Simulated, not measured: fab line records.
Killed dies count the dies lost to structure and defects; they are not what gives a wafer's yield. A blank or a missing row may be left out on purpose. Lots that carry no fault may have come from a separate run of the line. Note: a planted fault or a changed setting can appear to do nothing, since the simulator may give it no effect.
Matching of chambers / flow n5_finfet / rie_diel-04 running N5_HKMG_FIN_STRIP_90: 4 sister chambers
The step strips SOC in N2/H2, time 20 s. 14 wafers are shown with their chamber, then 7 later ones without.

== WAFERS, EACH WITH ITS CHAMBER ==
wafer=L074.1; chamber=1; drypump_motor_current_A (A)=5.3; throttle_valve_pct (%)=19.3; showerhead_plenum_p_Torr (Torr)=3.34
wafer=L074.2; chamber=3; drypump_motor_current_A (A)=6.3; throttle_valve_pct (%)=19.6; showerhead_plenum_p_Torr (Torr)=3.48
wafer=L074.4; chamber=0; drypump_motor_current_A (A)=4.9; throttle_valve_pct (%)=18.2; showerhead_plenum_p_Torr (Torr)=3.37
wafer=L079.2; chamber=3; drypump_motor_current_A (A)=6.3; throttle_valve_pct (%)=19.7; showerhead_plenum_p_Torr (Torr)=3.47
wafer=L079.3; chamber=0; drypump_motor_current_A (A)=4.8; throttle_valve_pct (%)=18.2; showerhead_plenum_p_Torr (Torr)=3.37
wafer=L079.6; chamber=1; drypump_motor_current_A (A)=5.3; throttle_valve_pct (%)=19.3; showerhead_plenum_p_Torr (Torr)=3.33
wafer=L081.2; chamber=3; drypump_motor_current_A (A)=6.3; throttle_valve_pct (%)=19.7; showerhead_plenum_p_Torr (Torr)=3.47
wafer=L081.5; chamber=3; drypump_motor_current_A (A)=6.3; throttle_valve_pct (%)=19.7; showerhead_plenum_p_Torr (Torr)=3.47
wafer=L081.6; chamber=2; drypump_motor_current_A (A)=5.5; throttle_valve_pct (%)=19.1; showerhead_plenum_p_Torr (Torr)=3.32
wafer=L082.1; chamber=3; drypump_motor_current_A (A)=6.3; throttle_valve_pct (%)=19.7; showerhead_plenum_p_Torr (Torr)=3.47
wafer=L082.3; chamber=2; drypump_motor_current_A (A)=5.5; throttle_valve_pct (%)=19.1; showerhead_plenum_p_Torr (Torr)=3.32
wafer=L082.4; chamber=1; drypump_motor_current_A (A)=5.3; throttle_valve_pct (%)=19.4; showerhead_plenum_p_Torr (Torr)=3.33
wafer=L084.2; chamber=1; drypump_motor_current_A (A)=5.3; throttle_valve_pct (%)=19.4; showerhead_plenum_p_Torr (Torr)=3.33
wafer=L084.3; chamber=0; drypump_motor_current_A (A)=4.9; throttle_valve_pct (%)=18.2; showerhead_plenum_p_Torr (Torr)=3.36

SIGNATURES (means of the wafers above)
reading=drypump_motor_current_A; chamber 0=4.867; chamber 1=5.300; chamber 2=5.500; chamber 3=6.300; scatter within a chamber=0.0258
reading=throttle_valve_pct; chamber 0=18.200; chamber 1=19.350; chamber 2=19.100; chamber 3=19.680; scatter within a chamber=0.0424
reading=showerhead_plenum_p_Torr; chamber 0=3.3667; chamber 1=3.3325; chamber 2=3.3200; chamber 3=3.4720; scatter within a chamber=0.00471
Rule: for each reading, subtract the chamber's mean from the wafer's reading, divide by that reading's scatter and square the result; add these up over the readings and take the root, which gives the wafer's distance from the chamber. If the next closest chamber is less than 2 further off than the closest, the wafer can't be placed; otherwise it belongs to the closest. The scatter: the root of (the sum of the squares of (reading less its chamber's mean) over the shown wafers, divided by (wafers less chambers)).

== WAFERS MISSING THEIR CHAMBER ==
wafer=L084.6; drypump_motor_current_A (A)=5.3; throttle_valve_pct (%)=19.4; showerhead_plenum_p_Torr (Torr)=3.33
wafer=L091.1; drypump_motor_current_A (A)=6.3; throttle_valve_pct (%)=19.7; showerhead_plenum_p_Torr (Torr)=3.46
wafer=L091.2; drypump_motor_current_A (A)=4.8; throttle_valve_pct (%)=18.3; showerhead_plenum_p_Torr (Torr)=3.35
wafer=L091.6; drypump_motor_current_A (A)=5.5; throttle_valve_pct (%)=19.2; showerhead_plenum_p_Torr (Torr)=3.31
wafer=L094.2; drypump_motor_current_A (A)=4.8; throttle_valve_pct (%)=18.3; showerhead_plenum_p_Torr (Torr)=3.35
wafer=L094.3; drypump_motor_current_A (A)=5.3; throttle_valve_pct (%)=19.4; showerhead_plenum_p_Torr (Torr)=3.31
wafer=L094.5; drypump_motor_current_A (A)=5.5; throttle_valve_pct (%)=19.2; showerhead_plenum_p_Torr (Torr)=3.30

== CHAMBER TAKEN BY EACH ==
wafer=L084.6; from the rows above=1; in truth=1
wafer=L091.1; from the rows above=3; in truth=3
wafer=L091.2; from the rows above=0; in truth=0
wafer=L091.6; from the rows above=2; in truth=2
wafer=L094.2; from the rows above=0; in truth=0
wafer=L094.3; from the rows above=1; in truth=1
wafer=L094.5; from the rows above=2; in truth=2
Correctly placed: 7 of 7. Left unplaced by these rows: 0. Number placed wrongly: 0.
